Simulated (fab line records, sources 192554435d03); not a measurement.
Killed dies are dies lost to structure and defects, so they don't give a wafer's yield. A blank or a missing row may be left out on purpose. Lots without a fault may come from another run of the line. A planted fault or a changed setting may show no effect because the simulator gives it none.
Which tool did it? | flow n5_finfet | 8 lots, 24 wafers sampled, at 7 steps of a route of 1938

WHAT THE GAUGES READ, wafer by wafer
N5_FIN_SAQP_CD_MEAS_31: target cd 8 nm.
lot  | measured    | on        | cd_nm (nm)
L441 | day 3 13:38 | cd_sem-02 | 7.92 8.16 7.82
L443 | day 4 01:49 | cd_sem-03 | - - -
L444 | day 4 09:43 | cd_sem-03 | - - -
L445 | day 4 14:09 | cd_sem-03 | - - -
L447 | day 5 05:21 | cd_sem-01 | 8.01 7.95 8.10
L451 | day 6 03:11 | cd_sem-01 | 8.03 8.36 7.92
L452 | day 6 08:25 | cd_sem-03 | 7.77 7.93 8.01
L458 | day 7 19:40 | cd_sem-03 | 8.16 8.03 7.70

N5_BEOL_M4_RC_MEAS_101.
lot  | measured     | on        | DIBL_N (mV/V)  | DIBL_P (mV/V)  | IOFF_N (nA/um)    | IOFF_P (nA/um) | ION_N (uA/um) | ION_P (uA/um) | SS_N (mV/dec)  | SS_P (mV/dec)  | VT_N (mV)   | VT_P (mV)
L441 | day 9 13:09  | prober-02 | 36.1 37.2 37.6 | 36.8 37.7 38.2 | 0.167 0.183 0.205 | 0.26 0.29 0.31 | 682 678 691   | 469 469 478   | 71.8 71.8 72.7 | 73.0 73.2 73.7 | 248 248 246 | -249 -244 -241
L447 | day 11 09:23 | prober-02 | 34.1 35.6 34.4 | 33.3 35.7 35.0 | 0.110 0.138 0.121 | 0.15 0.17 0.17 | 647 674 664   | 447 459 455   | 71.5 71.9 70.9 | 72.4 73.0 73.3 | 252 251 253 | -255 -252 -253
L451 | day 12 14:29 | prober-02 | 35.2 38.9 35.8 | 33.6 39.2 35.5 | 0.151 0.229 0.163 | 0.21 0.31 0.24 | 688 695 678   | 470 476 470   | 71.8 71.9 72.0 | 73.0 74.0 73.4 | 250 244 248 | -247 -245 -246
L452 | day 12 13:26 | prober-01 | 33.5 34.4 33.5 | 33.6 34.1 32.7 | 0.129 0.130 0.115 | 0.17 0.18 0.17 | 672 676 656   | 457 465 456   | 70.5 70.6 70.9 | 72.7 72.7 72.2 | 254 253 255 | -252 -252 -252
L458 | day 14 02:34 | prober-01 | 34.7 35.3 34.8 | 35.1 36.0 35.4 | 0.136 0.142 0.128 | 0.19 0.21 0.20 | 671 664 660   | 457 459 456   | 70.9 71.9 71.4 | 72.2 73.1 72.6 | 252 252 254 | -252 -251 -253

WHICH TOOL RAN EACH LOT (tool, then ch and the chambers of the sampled wafers, then the start)
lot  | N5_FIN_SAQP_SPACER1_ALD_24       | N5_FIN_SAQP_SPACER2_ETCHBACK_29   | N5_FIN_SAQP_MANDREL2_REMOVE_60  | N5_FIN_SAQP_ETCH_34               | N5_FIN_SAQP_STRIP_77
L441 | ald_sin-01 ch 1,2, day 3 10:59   | rie_diel-02 ch 0,1,3, day 3 13:25 | rie_si-02 ch 0,1,2, day 3 13:31 | rie_diel-02 ch 0,2,3, day 3 13:46 | rie_diel-02 ch 0,2,3, day 3 13:47
L443 | ald_sin-01 ch 1,3, day 3 23:14   | rie_diel-02 ch 0,3, day 4 01:37   | rie_si-02 ch 0,1,3, day 4 01:42 | rie_diel-04 ch 0,1,2, day 4 02:19 | rie_diel-04 ch 0,1,2, day 4 02:20
L444 | ald_sin-01 ch 0,1,3, day 4 06:41 | rie_diel-04 ch 1,2, day 4 09:31   | rie_si-02 ch 0,3, day 4 09:36   | rie_diel-04 ch 0,1, day 4 09:50   | rie_diel-04 ch 0,1, day 4 09:51
L445 | ald_sin-04 ch 0,1,3, day 4 11:38 | rie_diel-04 ch 0,1,2, day 4 13:58 | rie_si-02 ch 0,2,3, day 4 14:02 | rie_diel-03 ch 0,1,3, day 4 14:16 | rie_diel-03 ch 0,1,3, day 4 14:17
L447 | ald_sin-02 ch 2,3, day 4 23:56   | rie_diel-04 ch 1,2, day 5 05:10   | rie_si-02 ch 0,2,3, day 5 05:14 | rie_diel-04 ch 0,2, day 5 05:28   | rie_diel-04 ch 0,2, day 5 05:29
L451 | ald_sin-01 ch 0,2, day 6 00:09   | rie_diel-04 ch 1,3, day 6 02:59   | rie_si-03 ch 0,1,3, day 6 03:05 | rie_diel-03 ch 2,3, day 6 03:26   | rie_diel-03 ch 2,3, day 6 03:28
L452 | ald_sin-04 ch 0,2,3, day 6 04:49 | rie_diel-04 ch 0,1,3, day 6 08:13 | rie_si-02 ch 0,1,2, day 6 08:18 | rie_diel-02 ch 0,1, day 6 08:35   | rie_diel-02 ch 0,1, day 6 08:36
L458 | ald_sin-01 ch 0,3, day 7 17:02   | rie_diel-04 ch 0,1,3, day 7 19:28 | rie_si-02 ch 0,1,2, day 7 19:34 | rie_diel-04 ch 0,1,2, day 7 19:57 | rie_diel-04 ch 0,1,2, day 7 19:58
- N5_FIN_SAQP_SPACER1_ALD_24: deposits SiO2, target thk 20.3 nm, pulse time 1 s, purge time 2 s.
- N5_FIN_SAQP_SPACER2_ETCHBACK_29: etches SiO2 in CHF3/O2, target depth 12.2 nm, time 6.1 s.
- N5_FIN_SAQP_MANDREL2_REMOVE_60: chemistry HBr/Cl2/O2, target a-Si, stops on SiNx, bt time 10 s.
- N5_FIN_SAQP_ETCH_34: etches SiO2 in C4F6/O2, target depth 45 nm, time 15 s.
- N5_FIN_SAQP_STRIP_77: strips in N2/H2, time 90 s.

WHAT THE TOOLS THEMSELVES READ (means of the sampled wafers that have a number; where no wafer has one, the mark that the record gives instead)
N5_FIN_SAQP_SPACER1_ALD_24.
lot  | tool       | heater_power_w (W) | precursor_pulse_height_rel
L441 | ald_sin-01 | 495                | 0.985
L443 | ald_sin-01 | 515                | 0.983
L444 | ald_sin-01 | 512                | 0.986
L445 | ald_sin-04 | 497                | 1.009
L447 | ald_sin-02 | 446                | 0.989
L451 | ald_sin-01 | 504                | 1.002
L452 | ald_sin-04 | 559                | 1.014
L458 | ald_sin-01 | 511                | 1.015

N5_FIN_SAQP_SPACER2_ETCHBACK_29.
lot  | tool        | CHF3_flow_sccm (sccm) | O2_flow_sccm (sccm) | drypump_motor_current_A (A) | oes_product_au (a.u.) | rf_vpp_V (V) | showerhead_plenum_p_Torr (Torr) | throttle_valve_pct (%)
L441 | rie_diel-02 | 49.98                 | 4.998               | 5.7                         | 0.76                  | 534          | 2.41                            | 18.80
L443 | rie_diel-02 | -                     | -                   | -                           | -                     | -            | -                               | -
L444 | rie_diel-04 | -                     | -                   | -                           | -                     | -            | -                               | -
L445 | rie_diel-04 | -                     | -                   | -                           | -                     | -            | -                               | -
L447 | rie_diel-04 | 50.01                 | 4.994               | 6.1                         | 0.70                  | 515          | 2.35                            | 18.88
L451 | rie_diel-04 | 49.90                 | 4.998               | 6.4                         | 0.85                  | 531          | 2.45                            | 18.92
L452 | rie_diel-04 | 50.06                 | 5.003               | 6.5                         | 0.77                  | 529          | 2.38                            | 19.01
L458 | rie_diel-04 | 50.03                 | 4.984               | 6.5                         | 0.75                  | 529          | 2.37                            | 19.03

N5_FIN_SAQP_MANDREL2_REMOVE_60.
lot  | tool      | drypump_motor_current_A (A) | oes_product_au (a.u.) | throttle_valve_pct (%)
L441 | rie_si-02 | 5.9                         | 1.008                 | 36.7
L443 | rie_si-02 | 6.2                         | 0.371                 | 36.6
L444 | rie_si-02 | 6.3                         | 0.370                 | 36.8
L445 | rie_si-02 | 6.1                         | 0.377                 | 36.9
L447 | rie_si-02 | 6.0                         | 0.995                 | 36.9
L451 | rie_si-03 | 5.6                         | 1.016                 | 36.7
L452 | rie_si-02 | 5.9                         | 0.999                 | 36.7
L458 | rie_si-02 | 5.9                         | 1.006                 | 36.7

N5_FIN_SAQP_ETCH_34.
lot  | tool        | drypump_motor_current_A (A) | etch_rf_on_time_s (s) | oes_product_au (a.u.) | rf_vpp_V (V) | showerhead_plenum_p_Torr (Torr) | throttle_valve_pct (%)
L441 | rie_diel-02 | 5.4                         | 15.02                 | 0.63                  | 669          | 2.84                            | 21.06
L443 | rie_diel-04 | 6.2                         | 15.14                 | 0.60                  | 666          | 2.74                            | 21.11
L444 | rie_diel-04 | 6.4                         | 14.83                 | 0.60                  | 658          | 2.77                            | 21.05
L445 | rie_diel-03 | 5.5                         | 14.89                 | 0.68                  | 658          | 2.81                            | 20.93
L447 | rie_diel-04 | 6.0                         | 14.96                 | 0.61                  | 673          | 2.70                            | 21.18
L451 | rie_diel-03 | 5.6                         | 15.13                 | 0.64                  | 647          | 2.76                            | 21.16
L452 | rie_diel-02 | 5.6                         | 14.85                 | 0.63                  | 677          | 2.79                            | 20.86
L458 | rie_diel-04 | 6.2                         | 15.12                 | 0.59                  | 665          | 2.72                            | 21.16

N5_FIN_SAQP_STRIP_77.
lot  | tool        | drypump_motor_current_A (A) | oes_product_au (a.u.) | rf_vpp_V (V) | showerhead_plenum_p_Torr (Torr) | throttle_valve_pct (%)
L441 | rie_diel-02 | 5.4                         | 0.75                  | 45.5         | 3.37                            | 12.26
L443 | rie_diel-04 | 6.2                         | 0.72                  | 45.2         | 3.27                            | 12.37
L444 | rie_diel-04 | 6.4                         | 0.69                  | 45.9         | 3.30                            | 12.33
L445 | rie_diel-03 | 5.6                         | 0.79                  | 45.0         | 3.34                            | 12.17
L447 | rie_diel-04 | 6.0                         | 0.73                  | 44.7         | 3.23                            | 12.44
L451 | rie_diel-03 | 5.6                         | 0.74                  | 45.2         | 3.25                            | 12.30
L452 | rie_diel-02 | 5.6                         | 0.72                  | 45.2         | 3.30                            | 12.13
L458 | rie_diel-04 | 6.2                         | 0.68                  | 45.3         | 3.25                            | 12.45

THE ANSWER, worked out from the rows above alone
Rule: what is usual is taken from the lots themselves. Put in order of their means at a reading, lots are off if they are a third of the lots or fewer, leave a main group of 4 or more, and stand apart from it by a gap of 3 or more times the standard deviation of the main group's means; of several such gaps the widest counts. A main group whose means are all the same, to the digits that the tables above print for the reading, isn't used. A lot without any number at a reading at which 4 lots or more have one is off too. The other lots that the step has rows for count as sound. The gauges are gone through in route order, then the tools' own readings, and for those a lot's mean is taken as printed above. The first step at which some lot is off is used, and at that step the reading that is off furthest; a lot without a number counts as furthest.
Off: L443, L444, L445, at N5_FIN_SAQP_CD_MEAS_31 (cd_nm). Without a number there: L443, L444, L445. The main group: mean 7.99 nm, standard deviation 0.067.
A tool fits if, at a process step before that reading, it ran every lot that is off, and no sound lot after the first of them. The gauges at N5_FIN_SAQP_CD_MEAS_31 aren't tried: what is off there is off at N5_FIN_SAQP_SPACER2_ETCHBACK_29 too, on other tools, and a gauge's error can't cause that. None of those tried fits.

WHAT THE SIMULATOR HAD PUT IN
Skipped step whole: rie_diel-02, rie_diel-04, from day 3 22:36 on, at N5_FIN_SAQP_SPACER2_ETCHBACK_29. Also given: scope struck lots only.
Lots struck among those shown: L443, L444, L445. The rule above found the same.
